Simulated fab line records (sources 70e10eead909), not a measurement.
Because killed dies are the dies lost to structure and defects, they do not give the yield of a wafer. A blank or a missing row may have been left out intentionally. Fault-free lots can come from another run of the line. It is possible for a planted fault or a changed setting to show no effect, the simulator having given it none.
What tool caused it? | flow nand-harc | 14 lots, 39 wafers sampled, at 3 steps of a route of 1159

WHAT THE GAUGES SHOWED, per wafer
NHARC_A_CHANNEL_HOLE_D1_CD_MEAS_30.
lot  | measured     | on        | cd-nm (nm)
L944 | day 8 19:07  | cd-sem-01 | 91.0 89.8 87.3
L943 | day 8 20:09  | cd-sem-01 | 90.1 91.7 91.1
L946 | day 9 04:04  | cd-sem-01 | 89.0 87.2 88.8
L947 | day 9 07:17  | cd-sem-02 | 90.5 88.9 90.6
L945 | day 9 10:43  | cd-sem-03 | 89.9 90.7 89.1
L948 | day 9 15:05  | cd-sem-01 | 88.6 88.2 89.3
L951 | day 10 10:46 | cd-sem-01 | 91.2 90.6 90.4
L953 | day 11 04:22 | cd-sem-02 | 88.4 90.4
L956 | day 11 16:55 | cd-sem-03 | 91.4 90.1
L959 | day 12 15:13 | cd-sem-01 | 90.0 91.1
L962 | day 13 00:23 | cd-sem-03 | 89.6 88.5 91.4
L961 | day 13 04:34 | cd-sem-02 | 88.5 88.9 90.5
L965 | day 13 21:22 | cd-sem-01 | 92.0 89.3 90.7
L966 | day 14 11:35 | cd-sem-01 | 90.8 90.7 88.4

NHARC_A_CHANNEL_HOLE_D1_INSPECT_40.
lot  | measured     | on                | raw-defect-count
L944 | day 8 19:19  | defect-inspect-02 | 75 50 46
L943 | day 8 20:20  | defect-inspect-02 | 40 68 42
L946 | day 9 04:14  | defect-inspect-02 | 54 48 43
L947 | day 9 07:29  | defect-inspect-01 | 66 83 74
L945 | day 9 10:55  | defect-inspect-02 | 54 23 21
L948 | day 9 15:17  | defect-inspect-01 | 33 50 56
L951 | day 10 10:58 | defect-inspect-01 | 35 44 48
L953 | day 11 04:33 | defect-inspect-02 | 55 78
L956 | day 11 17:06 | defect-inspect-01 | 43 44
L959 | day 12 15:24 | defect-inspect-02 | 88 61
L962 | day 13 00:34 | defect-inspect-02 | 78 93 65
L961 | day 13 04:46 | defect-inspect-01 | 89 59 76
L965 | day 13 21:32 | defect-inspect-01 | 60 71 64
L966 | day 14 11:46 | defect-inspect-01 | 44 56 48

WHICH TOOL RAN EACH LOT (tool, then ch and the chambers of the sampled wafers, then the start)
lot  | NHARC_A_CHANNEL_HOLE_D1_ETCH_33
L944 | har-etch-02 ch 0,1, day 8 17:37
L943 | har-etch-01 ch 0,1, day 8 18:36
L946 | har-etch-02 ch 0,1, day 9 02:36
L947 | har-etch-01 ch 0,1, day 9 05:44
L945 | har-etch-02 ch 0,1, day 9 09:12
L948 | har-etch-02 ch 0,1, day 9 13:27
L951 | har-etch-02 ch 0,1, day 10 09:16
L953 | har-etch-01 ch 0,1, day 11 02:52
L956 | har-etch-01 ch 0,1, day 11 15:24
L959 | har-etch-01 ch 0,1, day 12 13:40
L962 | har-etch-01 ch 0,1, day 12 22:56
L961 | har-etch-01 ch 0,1, day 13 03:04
L965 | har-etch-02 ch 0,1, day 13 19:50
L966 | har-etch-02 ch 0,1, day 14 09:18
- NHARC_A_CHANNEL_HOLE_D1_ETCH_33: etches the open film in C4F8/O2/Ar, time 90 s, target depth 400 nm.

AS READ BY THE TOOLS THEMSELVES (means over the sampled wafers that have a number; for cases with no such wafer, the mark the record gives instead)
NHARC_A_CHANNEL_HOLE_D1_ETCH_33.
lot  | tool        | chamber-pressure-mTorr (mTorr) | drypump-motor-current-A (A) | mfc-ar-sccm (sccm) | showerhead-plenum-p-Torr (Torr) | throttle-valve-pct (%)
L944 | har-etch-02 | 25.015                         | 5.8                         | 376.3              | 3.70                            | 27.604
L943 | har-etch-01 | 25.023                         | 5.6                         | 374.6              | 3.64                            | 27.631
L946 | har-etch-02 | 24.981                         | 5.4                         | 374.1              | 3.81                            | 27.624
L947 | har-etch-01 | 25.030                         | 5.5                         | 374.3              | 3.62                            | 27.625
L945 | har-etch-02 | 24.993                         | 5.8                         | 374.9              | 3.69                            | 27.612
L948 | har-etch-02 | 25.008                         | 5.8                         | 376.6              | 3.69                            | 27.620
L951 | har-etch-02 | 24.989                         | 5.8                         | 374.3              | 3.68                            | 27.621
L953 | har-etch-01 | 25.011                         | 5.5                         | 375.4              | 3.62                            | 27.621
L956 | har-etch-01 | 24.993                         | 5.5                         | 374.3              | 3.62                            | 27.629
L959 | har-etch-01 | 25.002                         | 5.5                         | 375.1              | 3.61                            | 27.620
L962 | har-etch-01 | 24.998                         | 5.5                         | 376.5              | 3.60                            | 27.614
L961 | har-etch-01 | 25.013                         | 5.6                         | 373.8              | 3.61                            | 27.621
L965 | har-etch-02 | 24.984                         | 5.5                         | 375.3              | 3.77                            | 27.623
L966 | har-etch-02 | 25.017                         | 5.8                         | 374.9              | 3.66                            | 27.624

THE ANSWER, worked out from the rows above alone
Rule: the lots themselves supply what counts as usual. The widest of any qualifying gaps counts: lots, ordered by their means at a reading, are off when they make up no more than a third of the lots, leave a main group of 4 or more, and stand apart from it by 3 or more times the standard deviation of that group's means. Not used: any main group whose means are identical at the precision the tables above print for the reading. A lot without any number at a reading at which 4 lots or more have one is off too. Where the step has rows for the other lots, those lots are counted as sound. Order of review: gauges by route order, followed by the tools' own readings, for which a lot's mean as printed above is used. The first step at which some lot is off is used, and at that step the reading that is off furthest; a lot without a number counts as furthest.
None of the lots is off at any reading shown; this tells nothing.

WHAT THE SIMULATOR HAD PUT IN
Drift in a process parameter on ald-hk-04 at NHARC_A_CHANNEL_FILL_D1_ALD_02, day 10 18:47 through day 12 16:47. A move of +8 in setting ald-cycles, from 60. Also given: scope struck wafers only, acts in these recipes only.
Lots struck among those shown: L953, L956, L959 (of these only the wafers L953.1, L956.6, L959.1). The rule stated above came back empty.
